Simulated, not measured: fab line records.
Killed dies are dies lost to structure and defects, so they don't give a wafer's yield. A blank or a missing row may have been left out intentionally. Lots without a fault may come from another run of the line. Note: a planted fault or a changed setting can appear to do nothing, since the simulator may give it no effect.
Chamber matching / flow n5-finfet / N5_BEOL_M0_SAQP_PECVD_00 on pecvd-01: 3 sister chambers
The step deposits SiCN from 3MS/NH3, target thk 8 nm, time 14 s. 6 wafers are shown with their chamber, then 8 later ones without.

## WAFERS PAIRED WITH THEIR CHAMBERS
wafer=L080.4; chamber=1; throttle-valve-pct (%)=10.4; showerhead-plenum-p-Torr (Torr)=3.665
wafer=L084.6; chamber=1; throttle-valve-pct (%)=10.2; showerhead-plenum-p-Torr (Torr)=3.652
wafer=L086.2; chamber=0; throttle-valve-pct (%)=8.4; showerhead-plenum-p-Torr (Torr)=3.651
wafer=L086.3; chamber=2; throttle-valve-pct (%)=8.6; showerhead-plenum-p-Torr (Torr)=3.666
wafer=L086.5; chamber=2; throttle-valve-pct (%)=8.6; showerhead-plenum-p-Torr (Torr)=3.680
wafer=L091.1; chamber=0; throttle-valve-pct (%)=8.1; showerhead-plenum-p-Torr (Torr)=3.645

## WAFERS WHOSE CHAMBER IS MISSING
wafer=L091.2; throttle-valve-pct (%)=10.3; showerhead-plenum-p-Torr (Torr)=3.662
wafer=L091.6; throttle-valve-pct (%)=8.4; showerhead-plenum-p-Torr (Torr)=3.658
wafer=L095.2; throttle-valve-pct (%)=7.9; showerhead-plenum-p-Torr (Torr)=3.675
wafer=L095.3; throttle-valve-pct (%)=10.3; showerhead-plenum-p-Torr (Torr)=3.648
wafer=L095.5; throttle-valve-pct (%)=8.5; showerhead-plenum-p-Torr (Torr)=3.655
wafer=L096.2; throttle-valve-pct (%)=8.2; showerhead-plenum-p-Torr (Torr)=3.649
wafer=L096.4; throttle-valve-pct (%)=10.6; showerhead-plenum-p-Torr (Torr)=3.654
wafer=L096.5; throttle-valve-pct (%)=8.3; showerhead-plenum-p-Torr (Torr)=3.652

## EACH ONE'S CHAMBER
wafer=L091.2; from the rows above=1; in truth=1
wafer=L091.6; from the rows above=can't be placed: 0 or 2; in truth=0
wafer=L095.2; from the rows above=can't be placed: 0 or 2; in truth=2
wafer=L095.3; from the rows above=1; in truth=1
wafer=L095.5; from the rows above=can't be placed: 0 or 2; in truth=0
wafer=L096.2; from the rows above=0; in truth=0
wafer=L096.4; from the rows above=1; in truth=1
wafer=L096.5; from the rows above=0; in truth=0
5 of 8 placed correctly. These rows do not allow placing 3 (true chamber among the candidates in 3). Wrongly placed: 0.
How it was worked out, from the rows above alone: a wafer's distance from a chamber is the root of the sum, over the readings, of the square of ((its reading less the chamber's mean) divided by the reading's scatter). If the next closest chamber is less than 2 further off than the closest, the wafer can't be placed; otherwise it belongs to the closest. A chamber's mean is the mean of its shown wafers. The scatter: take each reading less its chamber's mean, square it, sum over the shown wafers, divide by the number of wafers less the number of chambers, and take the root.
